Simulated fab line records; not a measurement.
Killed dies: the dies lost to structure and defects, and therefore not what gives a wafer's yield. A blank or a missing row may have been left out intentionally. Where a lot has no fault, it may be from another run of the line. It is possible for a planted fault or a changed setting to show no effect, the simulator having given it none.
A lot that was struck, set against a sound lot | flow nandHarc | 16 out of 1302 route steps
Sound: these wafers, L326.3, L326.4, L326.5. Struck: wafers L321.1, L321.4, L321.5. The cause is named last.
Order at every step that has rows: each side's tool, ch and its chambers, its first start. Under that, the readings that differ: sound wafers | struck wafers | difference of the means | sigmas: that difference in standard deviations of wafers without a fault.
alike: words and numbers the same on both sides, and readings whose means are apart by under 2 such deviations; not compared: readings that were withheld, readings missing a value for some wafer, numbers with overlapping values and no deviation given by the record, and bounds like >300 which may hide the same value.
A row with sigmas, a row that says differs or no value, or rows on one side alone: a step with any of these is where the two part. Numbers that have no deviation but don't overlap get no sigmas and don't part them. Lack of a reading on every wafer of one side parts them only where that side has two or more wafers.

NHARC_A_ONON_D2_THK_MEAS_11: measures by ellipsometry.
  sound: filmMetro-01 at day 16 20:02; struck: filmMetro-01 at day 14 12:04
  alike: thkNm
after that, 1 step with no rows for these wafers: NHARC_A_ONON_D2_DEP_12 (target thk 1000 nm).
NHARC_A_ONON_D2_THK_MEAS_14: measures by ellipsometry.
  sound: filmMetro-01 at day 16 20:37; struck: filmMetro-02 at day 14 12:38
  alike: thkNm
then, 2 steps without rows for these wafers: NHARC_A_ONON_D2_ANNEAL_15 (time 3600 s); NHARC_A_ONON_D2_DEP_16 (target thk 1000 nm).
NHARC_A_ONON_D2_THK_MEAS_18: measures by ellipsometry.
  sound: filmMetro-01 at day 17 07:36; struck: filmMetro-02 at day 14 20:25
  alike: thkNm
after that, 1 step with no rows for these wafers: NHARC_A_ONON_D2_DEP_19 (target thk 1000 nm).
NHARC_A_ONON_D2_THK_MEAS_21: measures by ellipsometry.
  sound: filmMetro-01 at day 17 08:10; struck: filmMetro-02 at day 14 20:58
  alike: thkNm
after that, 1 step with no rows for these wafers: NHARC_A_ONON_D2_DEP_22 (target thk 1000 nm).
NHARC_A_ONON_D2_THK_MEAS_24: measures by ellipsometry.
  sound: filmMetro-02 at day 17 08:44; struck: filmMetro-02 at day 14 21:34
  alike: thkNm
after that, 1 step with no rows for these wafers: NHARC_A_ONON_D2_DEP_25 (target thk 1000 nm).
NHARC_A_ONON_D2_THK_MEAS_27: measures by ellipsometry.
  sound: filmMetro-02 at day 17 09:18; struck: filmMetro-02 at day 14 22:08
  alike: thkNm
NHARC_A_ONON_D2_DEP_28: target thk 1000 nm.
  sound on pecvdOnon-04 ch 0, day 17 09:29; struck on pecvdOnon-01 ch 0, day 14 22:11
NHARC_A_ONON_D2_THK_MEAS_30: measures by ellipsometry.
  sound: filmMetro-01 at day 17 09:52; struck: filmMetro-02 at day 14 22:42
reading    | sound          | struck         | difference | sigmas
thkNm (nm) | 1005 1004 1002 | 1181 1179 1179 | +176       | +24
NHARC_A_ONON_D2_DEP_33: deposits SiO2, target thk 200 nm.
  sound on pecvd-04 ch 0,2, day 17 09:56; struck on pecvd-04 ch 0,2, day 14 22:46
  alike: heaterPowerW, throttleValvePct
-- the record jumps here: 11 days lie between the struck wafers' starts before and after (it left off in module A_ONON_D2 and takes up again in module END, whose first step shown is number 1302 of the route) --
NHARC_END_SORT_01:
  sound on prober-02 ch 0, day 28 20:17; struck on prober-02 ch 0, day 26 09:14
reading       | sound    | struck   | difference | sigmas
killedAtArray | 41 47 40 | 89 87 88 | +45        | +2
killedDies    | 50 49 41 | 91 91 91 | +44        | +2
  alike: killedAtOther, killedAtPeriphery, killedOpen, killedShort

WHERE THEY PART
At NHARC_A_ONON_D2_THK_MEAS_30 first; at NHARC_END_SORT_01 last (within this record only).

WHY: whatever the simulator had introduced
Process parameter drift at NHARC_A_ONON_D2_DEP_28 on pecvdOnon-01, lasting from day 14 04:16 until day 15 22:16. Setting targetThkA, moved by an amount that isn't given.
